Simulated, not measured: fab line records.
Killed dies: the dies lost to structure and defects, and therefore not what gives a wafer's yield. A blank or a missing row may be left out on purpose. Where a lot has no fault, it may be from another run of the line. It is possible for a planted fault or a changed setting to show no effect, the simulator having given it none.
Comparing a struck lot with a sound one ; flow n5Finfet ; 15 steps out of a route of 1938
Sound: wafers L994.1, L994.4, L994.5. The struck wafers were L107.1, L107.3, L107.5. The cause comes at the end.
Per side, at each step with rows, come the tool, then ch with its chambers, and then its first start. Under that, the readings that differ: sound wafers ; struck wafers ; difference of the means ; sigmas: that difference in standard deviations of wafers without a fault.
alike: readings with means less than 2 such deviations apart, plus words and numbers identical on both sides. not compared: withheld readings, readings lacking a value on some wafer, bounds such as >300 that could conceal the same value, and numbers that have no deviation in the record and whose values overlap.
A row with sigmas, a row that says differs or no value, or rows on one side alone: a step with any of these is where the two part. Numbers that don't overlap but have no deviation are shown without sigmas and don't part them. A reading that every wafer of one side lacks parts them only if that side has two wafers or more.

N5_BEOL_M11_VIA_ETCH_34: etches SiCOH lowk in C4F6/O2, target depth 184.5 nm, time 69.2 s.
  sound on rieDiel-06 ch 0,2,3, day 11 08:04; struck on rieDiel-06 ch 0,2,3, day 15 03:48
  alike: drypumpMotorCurrentA, mfcArSccm, oesProductAu, rfFwdPowerW, rfVppV, showerheadPlenumPTorr, throttleValvePct
  not compared: rfHoursCounterH
then, 1 step without rows for these wafers: N5_BEOL_M11_STRIP_73 (strips in C4F6/O2).
N5_BEOL_M11_STRIP_36: strips in N2/H2.
  sound on rieDiel-06 ch 0,2,3, day 11 08:07; struck on rieDiel-06 ch 0,2,3, day 15 03:52
  alike: drypumpMotorCurrentA, oesProductAu, rfVppV, showerheadPlenumPTorr, throttleValvePct
  not compared: rfHoursCounterH
N5_BEOL_M11_TRENCH_ETCH_37: etches SiCOH lowk in C4F6/O2, target depth 148.83 nm, time 48 s.
  sound on rieDiel-06 ch 0,2,3; struck on rieDiel-06 ch 0,2,3
  alike: drypumpMotorCurrentA, mfcArSccm, oesProductAu, rfFwdPowerW, rfVppV, showerheadPlenumPTorr, throttleValvePct
  not compared: rfHoursCounterH
N5_BEOL_M11_ETCH_41: etches SiCN in CH3F/O2, target depth 42.6 nm, time 86 s.
  sound on rieDiel-06 ch 0,2,3; struck on rieDiel-06 ch 0,2,3
  alike: drypumpMotorCurrentA, mfcArSccm, oesProductAu, rfFwdPowerW, rfVppV, showerheadPlenumPTorr, throttleValvePct
  not compared: rfHoursCounterH
N5_BEOL_M11_STRIP_77: strips in N2/H2, time 10 s.
  sound on rieDiel-06 ch 0,2,3; struck on rieDiel-06 ch 0,2,3
  alike: drypumpMotorCurrentA, oesProductAu, rfVppV, showerheadPlenumPTorr, throttleValvePct
  not compared: rfHoursCounterH
N5_BEOL_M11_OCD_MEAS_38:
  sound on ocd-02 at day 11 08:21; struck on ocd-01 at day 15 04:05
  alike: trenchDepthNm
then, 4 steps without rows for these wafers: N5_BEOL_M11_HM_STRIP_39 (strips TiN in peroxide tin strip, target depth 25 nm, time 158 s); N5_BEOL_M11_SRD_40 (time 30 s); N5_BEOL_M11_PRECLEAN_42 (cleans in residue remover, time 60 s); N5_BEOL_M11_SRD_43 (time 30 s).
N5_BEOL_M11_CD_MEAS_35 targets a cd of 70 nm.
  sound on cdSem-01 at day 11 08:30; struck on cdSem-01 at day 15 04:14
  alike: cdNm
N5_BEOL_M11_CURE_72: cures SiCOH lowk, time 120 s.
  sound on uvCure-01 ch 0, day 11 08:32; struck on uvCure-01 ch 2, day 15 04:17
  no value came back on the struck wafers for lampPowerPct (%), runLengthS (s), wafer_temp_C_max; on the sound wafers lampPowerPct (%) reads 52.34 52.23 52.31
then, 1 step without rows for these wafers: N5_BEOL_M11_DEGAS_44 (time 60 s).
N5_PASSIVATION_PROBE_49:
  sound on prober-01 at day 13 07:34; struck on prober-02 at day 16 20:39
reading;sound;struck;difference;sigmas
killedAtFrontEnd;49 70 48;31 44 19;-24;-2
killedAtOther;1 2 3;7 12 5;+6;+2
  alike: defectLimitedYield, killed_at_M0_to_M3, killed_at_M4_up, killedAtContacts, killedDies, killedOnRim, killedOpen, killedShort, sort_bin_5_function, sort_bin_6_memory, sort_bin_8_speed, sortNPass, sortYieldPct

== WHERE THEY PART ==
Earliest at N5_BEOL_M11_CURE_72; latest, in this record, at N5_PASSIVATION_PROBE_49.

WHY: whatever the simulator had introduced
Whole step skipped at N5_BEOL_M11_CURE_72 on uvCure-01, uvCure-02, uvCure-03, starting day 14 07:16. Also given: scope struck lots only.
